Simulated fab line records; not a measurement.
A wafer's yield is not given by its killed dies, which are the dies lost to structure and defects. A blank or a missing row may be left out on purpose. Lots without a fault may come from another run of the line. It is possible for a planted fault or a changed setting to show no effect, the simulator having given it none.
A single fault, viewed from 2 desks ; flow n5-finfet ; only its own numbers are on each desk; what lay behind them is given at the end

## AT THE TOOL OWNER'S DESK: implanter-02
N5_MOL_CONTACT_COAG_IMPLANT_129, tool's own readings: per-lot mean of the sampled wafers with a number, covering each lot this tool ran. The brackets show how far a lot's mean lies from the usual mean; more than 4 standard deviations puts the lot out of limits, marked OUT.
Columns: A = beam-on-s at N5_MOL_CONTACT_COAG_IMPLANT_129, usual 40.1 s; B = dose-ions-cm2 at N5_MOL_CONTACT_COAG_IMPLANT_129, usual 6e+14
lot;first seen here;A;B
L393;day 5 08:08;41.4;6e+14
L395;day 5 18:52;41.4;6e+14
L402;day 7 11:26;24.0 (-11) OUT;4e+14 (-99 or more) OUT
L404;day 8 00:59;24.3 (-11) OUT;4e+14 (-99 or more) OUT
L414;day 10 11:20;41.3;6e+14
This desk's finding: out of limits on L402, L404; first on L402, day 7 11:26 (beam-on-s at N5_MOL_CONTACT_COAG_IMPLANT_129). L393, L395, L414: within limits.

## FROM THE METROLOGY DESK
Means of the sampled wafers that have a number, per lot and without regard to the tool the lot ran on: this is what the gauges read. The brackets show how far a lot's mean lies from the usual mean; more than 4 standard deviations puts the lot out of limits, marked OUT. Readings shown: 7 of its 11, picked as those furthest out on some lot.
Columns: A = CA_OVL at N5_MOL_CONTACT_COAG_OVL_MEAS_09, usual 0.1 nm; B = DIBL_P at N5_BEOL_M4_RC_MEAS_101, usual 35.8 mV/V; C = IOFF_N at N5_BEOL_M4_RC_MEAS_101, usual 0.15 nA/um; D = IOFF_P at N5_BEOL_M4_RC_MEAS_101, usual 0.20 nA/um; E = SS_P at N5_BEOL_M4_RC_MEAS_101, usual 73.2 mV/dec; F = VT_N at N5_BEOL_M4_RC_MEAS_101, usual 250 mV; G = VT_P at N5_BEOL_M4_RC_MEAS_101, usual -251 mV
lot;first seen here;A;B;C;D;E;F;G
L392;day 4 22:43;-0.5;33.2;0.13;0.17;72.5;253;-255
L393;day 5 07:28;-0.2;34.0;0.14;0.16;72.5;250;-253
L394;day 5 12:28;0.5;37.3;0.17;0.24;73.3;248;-247
L395;day 5 18:18;-0.9;36.5;0.19;0.28;74.2;246;-242
L402;day 7 10:41;1.1;35.7;0.15;0.21;73.3;252;-250
L404;day 8 00:21;-0.1;35.3;0.13;0.19;72.9;252;-251
L408;day 9 00:34;-0.3;34.7;0.14;0.21;72.5;251;-248
L413;day 10 04:37;0.3;34.7;0.15;0.19;72.8;248;-252
L414;day 10 10:29;0.4;36.2;0.15;0.19;73.1;251;-252
This desk's finding: nothing out of limits on any of the 9 lots.

## TAKEN TOGETHER
The tool owner's desk had the chance to raise an alarm at day 7 11:26 on L402, L404.
Nothing out of limits was seen by the metrology desk.
The metrology desk holds a record of L402, L404, inside its limits.
N5_MOL_CONTACT_COAG_IMPLANT_129 was run on implanter-02 by each of the lots named.

## WHAT WAS PUT IN BY THE SIMULATOR
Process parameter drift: implanter-02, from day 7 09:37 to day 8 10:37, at N5_MOL_CONTACT_COAG_IMPLANT_129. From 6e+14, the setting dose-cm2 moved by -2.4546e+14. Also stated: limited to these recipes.
Lots struck among those shown: L402, L404.
Hours from the fault's start to each desk's first reading out of limits: the tool owner's desk, 2.
